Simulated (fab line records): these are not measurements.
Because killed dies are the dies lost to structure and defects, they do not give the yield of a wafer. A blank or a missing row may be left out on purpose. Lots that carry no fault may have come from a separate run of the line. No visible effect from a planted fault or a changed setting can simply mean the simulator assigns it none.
Matching of chambers :: flow nand-harc :: NHARC_P_M1_CMP_23 on cmp-04 has 4 sister chambers
The step polishes, t overpolish 20 s, target thk 157.82 nm. 7 wafers are shown with their chamber, then 7 later ones without.

## EACH WAFER AND ITS CHAMBER
wafer: L289.4
chamber: 1
motor-current-A (A): 11.6
time-to-endpoint-s (s): 25.4

wafer: L290.3
chamber: 0
motor-current-A (A): 9.4
time-to-endpoint-s (s): 30.5

wafer: L295.2
chamber: 3
motor-current-A (A): 11.0
time-to-endpoint-s (s): 27.3

wafer: L295.3
chamber: 2
motor-current-A (A): 9.5
time-to-endpoint-s (s): 27.1

wafer: L295.6
chamber: 3
motor-current-A (A): 11.4
time-to-endpoint-s (s): 28.1

wafer: L296.1
chamber: 2
motor-current-A (A): 10.3
time-to-endpoint-s (s): 24.6

wafer: L296.3
chamber: 1
motor-current-A (A): 11.8
time-to-endpoint-s (s): 25.7

## WAFERS WITH NO CHAMBER GIVEN
wafer: L296.5
motor-current-A (A): 10.3
time-to-endpoint-s (s): 25.1

wafer: L299.1
motor-current-A (A): 9.5
time-to-endpoint-s (s): 32.8

wafer: L299.2
motor-current-A (A): 11.3
time-to-endpoint-s (s): 31.9

wafer: L299.4
motor-current-A (A): 10.2
time-to-endpoint-s (s): 31.9

wafer: L307.1
motor-current-A (A): 11.8
time-to-endpoint-s (s): 29.3

wafer: L307.4
motor-current-A (A): 11.6
time-to-endpoint-s (s): 27.7

wafer: L307.6
motor-current-A (A): 11.5
time-to-endpoint-s (s): 29.0

## WHICH CHAMBER EACH ONE RAN IN
wafer: L296.5
from the rows above: 2
in truth: 2

wafer: L299.1
from the rows above: 0
in truth: 0

wafer: L299.2
from the rows above: can't be placed: 3 or 0
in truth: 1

wafer: L299.4
from the rows above: 0
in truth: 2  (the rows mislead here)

wafer: L307.1
from the rows above: can't be placed: 3 or 1
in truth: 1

wafer: L307.4
from the rows above: can't be placed: 3 or 1
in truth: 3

wafer: L307.6
from the rows above: can't be placed: 3 or 1
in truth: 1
2 of 7 placed correctly. Can't be placed from these rows: 4 (the true chamber is among the candidates in 3). Placed wrongly: 1.
How it was worked out, from the rows above alone: a wafer's distance from a chamber is the root of the sum, over the readings, of the square of ((its reading less the chamber's mean) divided by the reading's scatter). The wafer belongs to the nearest chamber; if the next one is less than 2 further off, it can't be placed. A chamber's mean is the mean of its shown wafers. The scatter is the square root of a quotient: the sum, over the shown wafers, of each reading's squared deviation from its chamber's mean, divided by wafers minus chambers.
